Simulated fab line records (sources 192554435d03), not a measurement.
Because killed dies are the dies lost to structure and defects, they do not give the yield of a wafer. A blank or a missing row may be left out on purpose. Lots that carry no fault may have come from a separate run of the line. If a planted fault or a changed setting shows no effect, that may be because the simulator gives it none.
Chamber matching	flow n5-finfet	N5_BEOL_M14_TRENCH_ETCH_34 on rie-diel-06: 4 sister chambers
The step etches SiO2 in C4F8/O2/Ar, target depth 556.65 nm, time 126.9 s. 7 wafers are shown with their chamber, then 8 later ones without.

WAFERS PAIRED WITH THEIR CHAMBERS
wafer	chamber	rf-vpp-V (V)	showerhead-plenum-p-Torr (Torr)
L076.1	3	2193	3.63
L085.3	0	2283	3.53
L085.5	0	2281	3.53
L085.6	2	2170	3.37
L090.1	2	2169	3.36
L090.5	1	2287	3.51
L093.3	1	2288	3.51

WAFERS MISSING THEIR CHAMBER
wafer	rf-vpp-V (V)	showerhead-plenum-p-Torr (Torr)
L093.4	2281	3.52
L093.6	2192	3.61
L092.3	2191	3.61
L092.4	2170	3.36
L092.6	2280	3.52
L097.1	2170	3.36
L097.2	2281	3.51
L097.3	2190	3.61

EACH ONE'S CHAMBER
wafer	from the rows above	in truth
L093.4	0	0
L093.6	3	3
L092.3	3	3
L092.4	2	2
L092.6	0	0
L097.1	2	2
L097.2	can't be placed: 0 or 1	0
L097.3	3	3
Placed correctly: 7 of 8. Can't be placed from these rows: 1 (the true chamber is among the candidates in 1). Wrongly placed: 0.
How it was worked out, from the rows above alone: a wafer's distance from a chamber is the root of the sum, over the readings, of the square of ((its reading less the chamber's mean) divided by the reading's scatter). If the next closest chamber is less than 2 further off than the closest, the wafer can't be placed; otherwise it belongs to the closest. Each chamber's mean is taken over the wafers shown for it. The scatter is the square root of a quotient: the sum, over the shown wafers, of each reading's squared deviation from its chamber's mean, divided by wafers minus chambers.
